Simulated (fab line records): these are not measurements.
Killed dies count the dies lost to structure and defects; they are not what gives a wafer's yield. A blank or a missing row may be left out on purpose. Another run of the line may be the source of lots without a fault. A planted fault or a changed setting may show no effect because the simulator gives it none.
The tool behind it: which one? :: flow n5Finfet :: 10 lots with 28 wafers sampled at 3 steps, on a route of 1938 steps

== WHAT THE GAUGES SHOWED, per wafer ==
N5_BEOL_M0_INSPECT_127: inspects for defects (darkfield).
lot: L610
measured: day 6 21:13
on: defectInspect-01
rawDefectCount: 69 62 57

lot: L611
measured: day 7 00:58
on: defectInspect-02
rawDefectCount: 88 101 125

lot: L612
measured: day 7 04:49
on: defectInspect-01
rawDefectCount: 66 30 50

lot: L617
measured: day 8 12:20
on: defectInspect-01
rawDefectCount: 3535 66

lot: L618
measured: day 9 01:39
on: defectInspect-01
rawDefectCount: 94 3543 39

lot: L619
measured: day 9 05:09
on: defectInspect-01
rawDefectCount: 41 74 57

lot: L622
measured: day 9 20:24
on: defectInspect-02
rawDefectCount: 3452 3405

lot: L626
measured: day 10 16:50
on: defectInspect-02
rawDefectCount: 124 68 116

lot: L627
measured: day 11 08:34
on: defectInspect-01
rawDefectCount: 78 66 65

lot: L630
measured: day 11 18:28
on: defectInspect-01
rawDefectCount: 96 94 138

== TOOL THAT RAN EACH LOT (tool first, then ch and the chambers of the sampled wafers, then the start) ==
lot: L610
N5_BEOL_M0_CMP_120: cmp-02 ch 1,2, day 6 20:38
N5_BEOL_M0_PRE_CLEAN_131: cvdCo-02 ch 0,2, day 6 20:58

lot: L611
N5_BEOL_M0_CMP_120: cmp-02 ch 1,2,3, day 7 00:28
N5_BEOL_M0_PRE_CLEAN_131: cvdCo-02 ch 0,1,2, day 7 00:43

lot: L612
N5_BEOL_M0_CMP_120: cmp-02 ch 1,3, day 7 04:14
N5_BEOL_M0_PRE_CLEAN_131: cvdCo-02 ch 0,1,2, day 7 04:34

lot: L617
N5_BEOL_M0_CMP_120: cmp-02 ch 0,1, day 8 11:34
N5_BEOL_M0_PRE_CLEAN_131: cvdCo-02 ch 2, day 8 12:03

lot: L618
N5_BEOL_M0_CMP_120: cmp-02 ch 0,1,3, day 9 01:04
N5_BEOL_M0_PRE_CLEAN_131: cvdCo-02 ch 1,2, day 9 01:24

lot: L619
N5_BEOL_M0_CMP_120: cmp-03 ch 1,3, day 9 04:34
N5_BEOL_M0_PRE_CLEAN_131: cvdCo-01 ch 0,1,2, day 9 04:54

lot: L622
N5_BEOL_M0_CMP_120: cmp-02 ch 1,3, day 9 19:52
N5_BEOL_M0_PRE_CLEAN_131: cvdCo-02 ch 1,2, day 9 20:09

lot: L626
N5_BEOL_M0_CMP_120: cmp-03 ch 1,2, day 10 16:17
N5_BEOL_M0_PRE_CLEAN_131: cvdCo-01 ch 0,1, day 10 16:35

lot: L627
N5_BEOL_M0_CMP_120: cmp-01 ch 1,2, day 11 07:37
N5_BEOL_M0_PRE_CLEAN_131: cvdCo-02 ch 0,1,2, day 11 08:19

lot: L630
N5_BEOL_M0_CMP_120: cmp-03 ch 0,1,2, day 11 17:55
N5_BEOL_M0_PRE_CLEAN_131: cvdCo-01 ch 0,1,2, day 11 18:13
- N5_BEOL_M0_CMP_120: polishes, stops on SiOC, t overpolish 6.9 s.
- N5_BEOL_M0_PRE_CLEAN_131: time 15 s.

== THE ANSWER, worked out from the rows above alone ==
Rule: the lots themselves supply what counts as usual. Put in order of their means at a reading, lots are off if they are a third of the lots or fewer, leave a main group of 4 or more, and stand apart from it by a gap of 3 or more times the standard deviation of the main group's means; of several such gaps the widest counts. If all means in a main group match to the digits the tables above print for the reading, that group is not used. A lot without any number at a reading at which 4 lots or more have one is off too. The other lots that the step has rows for count as sound.
Off: L617, L618, L622, at N5_BEOL_M0_INSPECT_127 (rawDefectCount). Mean 79 and standard deviation 24 in the main group.
A tool fits if, at a process step before that reading, it ran every lot that is off, and no sound lot after the first of them. Gauges at N5_BEOL_M0_INSPECT_127: tried the same way as those tools. One fits: N5_BEOL_M0_CMP_120 on cmp-02. Its last sound lot is L612 (day 7 04:14), its first lot that is off L617 (day 8 11:34): a fault that began between those two fits.

== WHAT WAS PUT IN BY THE SIMULATOR ==
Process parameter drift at N5_BEOL_M0_CMP_120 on cmp-02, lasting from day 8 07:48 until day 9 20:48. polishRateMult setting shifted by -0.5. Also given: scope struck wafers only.
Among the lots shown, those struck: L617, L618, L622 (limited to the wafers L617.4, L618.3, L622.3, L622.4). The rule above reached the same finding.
